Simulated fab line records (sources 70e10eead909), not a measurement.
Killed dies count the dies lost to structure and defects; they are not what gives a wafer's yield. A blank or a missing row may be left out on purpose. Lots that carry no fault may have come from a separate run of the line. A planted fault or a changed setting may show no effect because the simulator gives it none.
fab line records	flow nand_harc	part 1 of 2: steps 1 to 4 of 6
record: lots: 23	wafers: 69	last_day: 24
route steps=1159 shown A_STAIRCASE@532
lots with no fault: from the same line, run without faults
start_h: hours from the record's opening day to when the first of the lot's shown wafers began	wait_h: hours elapsed since this lot's preceding step	" as in the row above	L1.1+2: a row that stands for several wafers	- value missing, or start not given	* or withheld: withheld	< > ~ a bound
route shown NAME@n: NAME is a module with steps in the file, n the number in the route of the first one	usual: mean/standard deviation taken from wafers without a fault	same: alike in all rows	chamber/n: place in a boat	sites: each site's reading	_std_site: standard deviation of those values	_edge_site: mean of outer sites minus mean of inner sites	radius_mm: how far each site lies from the wafer's centre	mask NAME#n: copy n	behind: tool/chamber where the wafer was last shaped	hold: what put the lot on hold/how long, in hours/how the hold closed	device: which transistor (n, p or np) failed to switch	end of line: the same wafers' tests at the end of the route	a step with no rows: only its recipe	killed: the dies lost at the first sort to structure and to defects; this is not the yield of the wafer	map: dies across one wafer; x = killed, . = not, _ = none there
set.NAME: the setting the step ran with; set.NAME@STEP: the setting that earlier step ran with	model.NAME: the simulator's own value behind a step, which no gauge read
a sample of lots followed through the steps of the route, with each step as a table and each wafer as a row
services: from which hour (start_h, from the record's first day; less than 0 if before it) a tool's chamber was out of use, for how many hours, and why
== steps ==
step: NHARC_A_STAIRCASE_ETCH_170
recipe: target_depth_a: 2000	time_s: 66.667	ion_energy_ev: 250	c4f6_flow_sccm: 25	o2_flow_sccm: 20	ar_flow_sccm: 500	rf_w: 600	bias_w: 500	chemistry: C4F6/O2
usual: drypump_motor_current_A: 5.9/0.51	oes_product_au: 0.970/0.018	rf_vpp_V: 545/3.7	showerhead_plenum_p_Torr: 3.85/0.18	throttle_valve_pct: 26.902/0.0099
lot.wafer	tool	chamber	start_h	wait_h	drypump_motor_current_A	oes_product_au	rf_hours_counter_h	rf_vpp_V	showerhead_plenum_p_Torr	throttle_valve_pct
L074.2	rie_diel-02	0	-	-	6.3	0.985	33	544	3.86	26.888
L074.3	"	1	"	"	5.7	0.987	33	549	3.98	26.898
L074.5	"	0	"	"	6.3	0.991	-	547	3.86	26.912
L075.1	rie_diel-08	1	-	-	6.5	0.967	27	543	3.71	26.895
L075.3	"	2	"	"	6.0	1.001	42	541	3.66	26.905
L075.6	"	1	"	"	6.5	0.961	-	543	3.71	26.894
L078.1	rie_diel-05	0	-	-	5.9	0.982	32	543	3.70	26.898
L078.4	"	3	"	"	4.8	0.984	27	544	3.82	26.879
L078.5	"	0	"	"	5.9	0.986	-	543	3.70	26.926
L076.2	rie_diel-05	1	-	-	6.0	0.958	35	546	3.80	26.899
L076.3	"	2	"	"	6.3	0.972	30	551	4.21	26.903
L076.4	"	3	"	"	4.8	0.987	27	545	3.82	26.911
L077.3	rie_diel-08	3	-	-	6.0	0.999	49	547	3.87	26.907
L077.6	"	3	"	"	6.0	0.991	-	545	3.87	26.889
L077.5	"	0	"	"	5.8	1.000	-	543	3.71	26.907
L079.4	rie_diel-08	0	-	-	5.8	0.942	45	542	3.71	26.911
L079.5	"	3	"	"	6.0	0.938	-	545	3.87	26.890
L079.6	"	0	"	"	5.8	0.939	-	542	3.71	26.902
L080.2	rie_diel-05	2	-	-	6.4	0.998	35	552	4.20	26.910
L080.4	"	3	"	"	4.8	0.997	30	545	3.82	26.900
L080.5	"	1	"	"	6.0	0.994	-	543	3.79	26.890
L081.2	rie_diel-05	3	-	-	4.8	0.941	33	546	3.82	26.883
L081.5	"	0	"	"	5.9	0.932	-	543	3.70	26.895
L081.6	"	1	"	"	6.0	0.964	-	545	3.79	26.897
L083.3	rie_diel-08	2	-	-	6.1	0.965	57	541	3.65	26.906
L083.1	"	0	"	"	5.9	0.961	59	541	3.70	26.895
L083.5	"	1	"	"	6.5	0.952	-	541	3.71	26.901
L082.1	rie_diel-08	1	-	-	6.5	0.948	42	542	3.71	26.910
L082.4	"	0	"	"	5.9	0.958	59	543	3.70	26.886
L082.5	"	1	"	"	6.5	0.945	-	543	3.71	26.893
L088.4	rie_diel-02	0	-	-	6.3	0.952	54	545	3.85	26.892
L088.1	"	1	"	"	5.7	0.957	55	549	3.97	26.906
L088.5	"	0	"	"	6.3	0.959	-	546	3.85	26.913
L087.3	rie_diel-05	2	-	-	6.3	0.961	45	552	4.20	26.908
L087.1	"	3	"	"	4.8	0.960	43	545	3.81	26.896
L087.5	"	2	"	"	6.3	0.958	-	553	4.20	26.898
L085.3	rie_diel-05	2	-	-	6.3	0.984	47	553	4.20	26.904
L085.1	"	3	"	"	4.8	0.986	45	545	3.81	26.885
L085.5	"	2	"	"	6.3	0.977	-	553	4.20	26.909
L086.1	rie_diel-05	2	-	-	6.4	0.978	47	551	4.20	26.893
L086.6	"	1	"	"	6.0	0.981	-	545	3.78	26.901
L086.5	"	2	"	"	6.4	0.986	-	551	4.20	26.927
L089.3	rie_diel-02	2	-	-	5.7	0.966	62	544	3.74	26.896
L089.4	"	1	"	"	5.7	0.997	64	548	3.96	26.896
L089.5	"	2	"	"	5.7	0.977	-	544	3.74	26.902
L090.1	rie_diel-05	1	-	-	6.0	0.987	66	544	3.78	26.903
L090.3	"	3	"	"	4.8	0.986	54	545	3.81	26.904
L090.5	"	2	"	"	6.3	0.983	-	552	4.19	26.893
L091.3	rie_diel-08	3	-	-	6.0	0.953	9	546	3.85	26.921
L091.1	"	0	"	"	5.9	0.968	9	542	3.69	26.905
L091.6	"	1	"	"	6.5	0.973	-	542	3.70	26.903
L094.1	rie_diel-02	1	-	-	5.7	0.970	1	549	3.96	26.903
L094.3	"	2	"	"	5.7	0.970	2	544	3.74	26.903
L094.6	"	0	"	"	6.3	0.982	-	547	3.84	26.904
L093.4	rie_diel-08	0	-	-	5.9	0.989	17	543	3.69	26.907
L093.3	"	1	"	"	6.5	0.969	17	542	3.69	26.879
L093.6	"	0	"	"	5.9	0.994	-	542	3.69	26.905
L092.2	rie_diel-08	3	-	-	6.0	0.966	16	546	3.85	26.917
L092.1	"	1	"	"	6.5	0.945	18	542	3.69	26.909
L092.6	"	3	"	"	6.0	0.956	-	545	3.85	26.900
L095.4	rie_diel-05	3	-	-	4.8	0.993	3	545	3.80	26.900
L095.5	"	1	"	"	6.0	0.980	-	544	3.77	26.904
L095.6	"	2	"	"	6.3	0.981	-	555	4.19	26.897
L096.1	rie_diel-05	2	-	-	6.3	0.966	5	552	4.19	26.886
L096.2	"	0	"	"	5.8	0.938	4	542	3.68	26.904
L096.5	"	3	"	"	4.8	0.953	-	544	3.80	26.899
L097.2	rie_diel-02	0	-	-	6.3	0.972	12	546	3.83	26.905
L097.1	"	1	"	"	5.7	0.966	13	548	3.96	26.886
L097.5	"	0	"	"	6.4	0.973	-	546	3.83	26.895
step: NHARC_A_STAIRCASE_TRIM_14
recipe: time_s: 211.2	o2_flow_sccm: 500	ar_flow_sccm: 0	bias_w: 0	chemistry: O2
usual: drypump_motor_current_A: 5.8/0.48	oes_product_au: 1.004/0.011	rf_vpp_V: 57.7/0.95	showerhead_plenum_p_Torr: 3.46/0.14	throttle_valve_pct: 17.036/0.0093
lot.wafer	tool	chamber	start_h	wait_h	drypump_motor_current_A	oes_product_au	rf_hours_counter_h	rf_vpp_V	showerhead_plenum_p_Torr	throttle_valve_pct
L074.2	rie_diel-08	3	-	-	6.1	1.014	45	56.8	3.48	17.035
L074.3	"	2	"	"	6.0	1.021	42	56.0	3.29	17.045
L074.5	"	0	"	"	5.8	1.019	-	57.6	3.33	17.037
L075.3	rie_diel-02	0	-	-	6.3	1.018	33	58.9	3.47	17.032
L075.1	"	3	"	"	4.9	1.016	28	59.2	3.61	17.039
L075.6	"	1	"	"	5.7	1.019	-	59.0	3.58	17.027
L078.4	rie_diel-02	1	-	-	5.7	1.012	36	58.0	3.58	17.041
L078.1	"	2	"	"	5.7	1.012	34	57.1	3.38	17.051
L078.5	"	3	"	"	4.9	1.006	-	58.4	3.61	17.027
L076.2	rie_diel-08	2	-	-	6.1	1.022	44	57.4	3.29	17.030
L076.3	"	3	"	"	6.0	1.015	48	58.4	3.48	17.009
L076.4	"	1	"	"	6.5	0.990	30	58.4	3.33	17.028
L077.3	rie_diel-05	0	-	-	5.9	0.992	35	58.3	3.33	17.023
L077.6	"	0	"	"	5.9	0.992	-	56.9	3.32	17.047
L077.5	"	1	"	"	6.0	1.007	-	58.0	3.41	17.036
L079.4	rie_diel-02	1	-	-	5.7	0.985	40	58.8	3.58	17.021
L079.5	"	2	"	"	5.7	0.992	-	58.3	3.37	17.032
L079.6	"	3	"	"	4.9	1.000	-	58.4	3.61	17.046
L080.4	rie_diel-08	0	-	-	5.8	1.015	50	56.8	3.33	17.029
L080.2	"	2	"	"	6.1	1.013	50	58.3	3.28	17.034
L080.5	"	0	"	"	5.8	1.008	-	57.3	3.33	17.029
L081.2	rie_diel-02	3	-	-	4.9	1.015	43	58.0	3.60	17.044
L081.5	"	0	"	"	6.3	1.007	-	57.0	3.46	17.049
L081.6	"	1	"	"	5.7	1.000	-	57.5	3.58	17.051
L083.3	rie_diel-02	1	-	-	5.7	1.016	50	56.7	3.57	17.029
L083.1	"	2	"	"	5.7	0.998	51	57.5	3.37	17.053
L083.5	"	0	"	"	6.3	1.001	-	57.7	3.46	17.043
L082.1	rie_diel-08	0	-	-	5.9	1.013	60	57.0	3.32	17.046
L082.4	"	1	"	"	6.5	0.989	42	58.0	3.33	17.023
L082.5	"	1	"	"	6.5	0.999	-	58.9	3.33	17.042
L087.3	rie_diel-05	2	-	-	6.4	1.005	46	58.3	3.78	17.015
L087.1	"	0	"	"	5.9	0.975	50	58.6	3.32	17.038
L087.5	"	1	"	"	6.0	0.996	-	57.0	3.40	17.029
L088.4	rie_diel-02	2	-	-	5.7	0.984	57	58.1	3.36	17.047
L088.1	"	1	"	"	5.7	1.010	56	58.2	3.57	17.028
L088.5	"	3	"	"	4.9	1.003	-	57.7	3.60	17.033
L085.3	rie_diel-02	2	-	-	5.7	0.995	58	56.2	3.36	17.040
L085.1	"	0	"	"	6.3	1.003	57	58.3	3.46	17.021
L085.5	"	3	"	"	4.9	1.011	-	58.3	3.59	17.048
L086.1	rie_diel-08	3	-	-	6.0	1.000	0	57.7	3.47	17.044
L086.5	"	1	"	"	6.5	1.000	-	57.5	3.33	17.031
L086.6	"	2	"	"	6.0	1.005	-	58.2	3.81	17.030
L089.4	rie_diel-08	0	-	-	5.9	1.017	8	56.1	3.31	17.034
L089.3	"	1	"	"	6.5	1.001	8	56.8	3.32	17.028
L089.5	"	3	"	"	6.0	1.000	-	55.8	3.47	17.040
L090.1	rie_diel-05	1	-	-	6.0	1.009	67	58.4	3.39	17.031
L090.3	"	3	"	"	4.8	1.006	55	57.8	3.42	17.030
L090.5	"	1	"	"	6.0	1.003	-	57.2	3.39	17.040
L091.1	rie_diel-05	0	-	-	5.9	0.992	62	58.0	3.31	17.033
L091.3	"	2	"	"	6.3	1.015	56	58.9	3.78	17.029
L091.6	"	3	"	"	4.8	1.004	-	58.8	3.42	17.034
L094.3	rie_diel-02	2	-	-	5.7	0.989	3	56.2	3.36	17.023
L094.1	"	0	"	"	6.3	1.000	3	57.5	3.45	17.040
L094.6	"	3	"	"	4.9	1.010	-	57.5	3.59	17.044
L093.4	rie_diel-02	1	-	-	5.7	0.990	4	57.2	3.56	17.020
L093.3	"	2	"	"	5.7	0.994	4	56.4	3.36	17.024
L093.6	"	2	"	"	5.7	0.999	-	57.7	3.36	17.042
L092.1	rie_diel-02	1	-	-	5.7	0.989	4	56.3	3.56	17.041
L092.2	"	3	"	"	4.9	1.023	5	57.6	3.59	17.040
L092.6	"	1	"	"	5.7	0.989	-	58.4	3.56	17.047
L095.4	rie_diel-05	3	-	-	4.8	1.012	4	57.2	3.42	17.036
L095.6	"	1	"	"	6.0	1.029	-	57.5	3.39	17.032
L095.5	"	2	"	"	6.4	0.997	-	58.5	3.77	17.034
L096.2	rie_diel-02	2	-	-	5.7	1.011	11	57.1	3.35	17.023
L096.1	"	3	"	"	4.9	1.003	11	58.7	3.58	17.041
L096.5	"	1	"	"	5.7	0.994	-	58.0	3.56	17.028
L097.1	rie_diel-05	1	-	-	6.0	1.027	8	56.8	3.39	17.054
L097.2	"	2	"	"	6.4	1.008	8	58.5	3.77	17.037
L097.5	"	1	"	"	6.0	1.020	-	58.3	3.39	17.045
step: NHARC_A_STAIRCASE_TRIM_20
recipe: time_s: 211.2	o2_flow_sccm: 500	ar_flow_sccm: 0	bias_w: 0	chemistry: O2
usual: drypump_motor_current_A: 5.8/0.5	oes_product_au: 1.002/0.01	rf_vpp_V: 57.6/0.91	showerhead_plenum_p_Torr: 3.46/0.13	throttle_valve_pct: 17.037/0.0097
lot.wafer	tool	chamber	start_h	wait_h	drypump_motor_current_A	oes_product_au	rf_hours_counter_h	rf_vpp_V	showerhead_plenum_p_Torr	throttle_valve_pct
L074.3	rie_diel-08	1	247.83	0.1	6.5	0.992	28	56.6	3.34	17.019
L074.2	"	2	"	"	6.0	1.014	42	56.8	3.29	17.038
L074.5	"	0	"	"	5.9	1.000	-	58.8	3.33	17.035
L075.3	rie_diel-02	1	247.96	0.1	5.7	1.013	34	58.4	3.58	17.055
L075.1	"	0	"	"	6.3	1.006	34	59.0	3.47	17.035
L075.6	"	2	"	"	5.7	1.002	-	56.4	3.38	17.035
L078.4	rie_diel-08	0	254.61	0.1	5.9	1.014	44	56.8	3.33	17.032
L078.1	"	3	"	"	6.1	1.018	48	57.6	3.48	17.058
L078.5	"	1	"	"	6.5	0.988	-	57.7	3.33	17.026
L076.3	rie_diel-02	2	254.66	0.1	5.7	1.007	34	57.4	3.37	17.036
L076.4	"	3	"	"	4.9	1.011	30	58.0	3.61	17.038
L076.2	"	0	"	"	6.3	1.020	36	57.6	3.47	17.038
L077.3	rie_diel-05	3	259.51	0.1	4.8	0.998	30	56.1	3.43	17.030
L077.5	"	3	"	"	4.8	1.008	-	58.5	3.43	17.029
L077.6	"	0	"	"	5.9	0.998	-	56.7	3.32	17.046
L079.4	rie_diel-02	0	260.95	0.1	6.3	0.981	40	57.3	3.47	17.029
L079.6	"	1	"	"	5.7	0.998	-	57.9	3.58	17.024
L079.5	"	2	"	"	5.7	0.993	-	58.3	3.37	17.038
L080.2	rie_diel-08	2	264.88	0.1	6.0	1.015	50	57.4	3.28	17.032
L080.4	"	3	"	"	6.0	1.005	54	58.5	3.48	17.024
L080.5	"	3	"	"	6.0	1.013	-	57.9	3.48	17.031
L081.2	rie_diel-02	1	278.62	0.1	5.7	0.998	48	56.9	3.57	17.032
L081.5	"	1	"	"	5.7	1.008	-	57.1	3.58	17.035
L081.6	"	2	"	"	5.7	0.997	-	57.7	3.37	17.037
L083.3	rie_diel-02	2	291.37	0.1	5.7	0.979	51	57.7	3.37	17.034
L083.1	"	0	"	"	6.3	0.998	50	57.8	3.46	17.010
L083.5	"	1	"	"	5.7	1.003	-	56.5	3.57	17.048
L082.1	rie_diel-02	0	292.05	0.1	6.3	0.999	50	58.0	3.46	17.023
L082.4	"	2	"	"	5.7	0.976	52	58.2	3.37	17.050
L082.5	"	1	"	"	5.7	0.994	-	59.4	3.57	17.030
L087.3	rie_diel-05	3	309.32	0.1	4.8	1.005	44	58.8	3.43	17.023
L087.1	"	2	"	"	6.4	1.006	46	58.6	3.78	17.044
L087.5	"	3	"	"	4.8	1.011	-	55.6	3.43	17.048
L088.4	rie_diel-05	3	310.65	0.1	4.8	1.000	46	57.6	3.43	17.037
L088.1	"	0	"	"	5.9	0.988	52	57.3	3.32	17.031
L088.5	"	3	"	"	4.8	1.003	-	56.6	3.43	17.036
L085.1	rie_diel-02	2	313.26	0.1	5.7	0.988	59	55.8	3.36	17.034
L085.3	"	0	"	"	6.3	0.999	57	56.8	3.46	17.026
L085.5	"	1	"	"	5.7	1.001	-	58.2	3.57	17.031
L086.1	rie_diel-02	1	313.44	0.1	5.7	1.002	58	57.8	3.57	17.054
L086.5	"	3	"	"	4.9	1.003	-	60.4	3.59	17.047
L086.6	"	0	"	"	6.3	0.995	-	58.7	3.46	17.032
L089.4	rie_diel-02	1	326.62	0.1	5.7	1.005	65	57.4	3.57	17.014
L089.3	"	0	"	"	6.3	1.000	66	57.8	3.45	17.025
L089.5	"	1	"	"	5.7	1.010	-	59.2	3.57	17.047
L090.3	rie_diel-08	0	332.47	0.1	5.9	1.009	11	57.6	3.31	17.033
L090.1	"	1	"	"	6.5	0.993	11	55.9	3.32	17.041
L090.5	"	0	"	"	5.9	1.001	-	59.2	3.31	17.040
L091.3	rie_diel-05	3	332.99	0.1	4.8	1.005	56	56.7	3.42	17.052
L091.1	"	0	"	"	5.9	0.975	63	57.3	3.31	17.041
L091.6	"	0	"	"	5.9	0.987	-	57.0	3.31	17.047
L094.1	rie_diel-02	3	347.65	0.1	4.9	1.002	4	56.8	3.59	17.040
L094.3	"	0	"	"	6.3	1.001	3	57.5	3.45	17.019
L094.6	"	2	"	"	5.7	1.001	-	57.4	3.36	17.036
L093.3	rie_diel-05	1	350.44	0.1	6.0	1.027	0	58.0	3.39	17.040
L093.4	"	0	"	"	5.9	0.990	0	57.8	3.31	17.015
L093.6	"	2	"	"	6.4	1.012	-	56.6	3.77	17.048
L092.2	rie_diel-02	3	350.94	0.1	4.9	1.012	5	56.8	3.59	17.016
L092.1	"	1	"	"	5.7	0.999	4	56.9	3.56	17.033
L092.6	"	0	"	"	6.3	1.007	-	57.7	3.45	17.043
L095.4	rie_diel-02	1	360.41	0.1	5.7	0.990	8	55.8	3.56	17.041
L095.6	"	3	"	"	4.9	1.007	-	58.6	3.58	17.050
L095.5	"	0	"	"	6.3	1.015	-	58.1	3.45	17.038
L096.2	rie_diel-08	2	363.36	0.1	6.1	1.008	21	57.5	3.80	17.050
L096.1	"	0	"	"	5.8	1.002	24	57.7	3.31	17.043
L096.5	"	3	"	"	6.0	0.996	-	57.9	3.46	17.048
L097.2	rie_diel-02	1	374.89	0.1	5.7	0.995	15	58.8	3.56	17.028
L097.1	"	2	"	"	5.7	1.014	16	56.7	3.35	17.044
L097.5	"	3	"	"	4.9	1.005	-	59.4	3.58	17.025
step: NHARC_A_STAIRCASE_ETCH_21
recipe: target_depth_a: 1000	time_s: 40.5	ion_energy_ev: 400	c4f8_flow_sccm: 20	o2_flow_sccm: 10	ar_flow_sccm: withheld	rf_w: 600	bias_w: 1000	chemistry: C4F8/O2
usual: oes_product_au: 0.950/0.017	rf_vpp_V: 894/5
lot.wafer	tool	chamber	start_h	wait_h	oes_product_au	rf_hours_counter_h	rf_vpp_V
L074.3	rie_diel-08	0	-	-	0.944	42	888
L074.2	"	2	"	"	0.968	42	888
L074.5	"	1	"	"	0.938	-	887
L075.1	rie_diel-02	0	-	-	0.956	34	894
L075.3	"	1	"	"	0.956	34	901
L075.6	"	3	"	"	0.963	-	900
L076.4	rie_diel-02	3	-	-	0.953	30	898
L076.3	"	0	"	"	0.965	36	893
L076.2	"	2	"	"	0.940	35	891
L078.4	rie_diel-08	3	-	-	0.972	48	894
L078.1	"	0	"	"	0.962	44	888
L078.5	"	1	"	"	0.945	-	889
L077.3	rie_diel-05	0	-	-	0.936	35	889
L077.6	"	2	"	"	0.945	-	905
L077.5	"	3	"	"	0.946	-	893
L079.4	rie_diel-02	3	-	-	0.955	36	899
L079.5	"	2	"	"	0.943	-	890
L079.6	"	3	"	"	0.954	-	898
L080.2	rie_diel-08	0	-	-	0.961	50	889
L080.4	"	2	"	"	0.957	50	887
L080.5	"	0	"	"	0.971	-	888
L081.2	rie_diel-02	3	-	-	0.957	45	900
L081.6	"	2	"	"	0.936	-	890
L081.5	"	3	"	"	0.934	-	897
L083.3	rie_diel-02	2	-	-	0.941	52	888
L083.1	"	3	"	"	0.951	48	899
L083.5	"	1	"	"	0.950	-	897
L082.4	rie_diel-02	2	-	-	0.950	52	890
L082.1	"	3	"	"	0.966	48	899
L082.5	"	0	"	"	0.946	-	893
L087.1	rie_diel-05	2	-	-	0.949	47	905
L087.3	"	1	"	"	0.951	56	890
L087.5	"	2	"	"	0.948	-	905
L088.4	rie_diel-05	3	-	-	0.936	46	893
L088.1	"	2	"	"	0.924	47	906
L088.5	"	0	"	"	0.910	-	888
L085.3	rie_diel-02	0	-	-	0.942	57	894
L085.1	"	1	"	"	0.940	58	896
L085.5	"	0	"	"	0.945	-	894
L086.1	rie_diel-02	2	-	-	0.916	59	890
L086.5	"	2	"	"	0.918	-	890
L086.6	"	3	"	"	0.928	-	898
L089.4	rie_diel-02	0	-	-	0.986	66	893
L089.3	"	2	"	"	0.955	63	889
L089.5	"	3	"	"	0.985	-	898
L090.3	rie_diel-08	3	-	-	0.932	11	896
L090.1	"	2	"	"	0.946	12	906
L090.5	"	0	"	"	0.943	-	888
L091.3	rie_diel-05	1	-	-	0.956	68	890
L091.1	"	3	"	"	0.958	56	894
L091.6	"	1	"	"	0.962	-	891
L094.3	rie_diel-02	3	-	-	0.966	4	897
L094.1	"	0	"	"	0.944	4	893
L094.6	"	3	"	"	0.969	-	897
L093.3	rie_diel-05	1	-	-	0.946	0	891
L093.4	"	2	"	"	0.946	0	904
L093.6	"	2	"	"	0.941	-	905
L092.1	rie_diel-02	0	-	-	0.948	5	893
L092.2	"	1	"	"	0.951	5	896
L092.6	"	3	"	"	0.951	-	897
L095.4	rie_diel-02	2	-	-	0.992	10	889
L095.5	"	0	"	"	0.967	-	894
L095.6	"	1	"	"	0.976	-	898
L096.1	rie_diel-08	0	-	-	0.960	24	888
L096.2	"	2	"	"	0.955	21	906
L096.5	"	3	"	"	0.940	-	894
L097.2	rie_diel-02	3	-	-	0.975	15	898
L097.1	"	0	"	"	0.963	14	893
L097.5	"	3	"	"	0.973	-	897
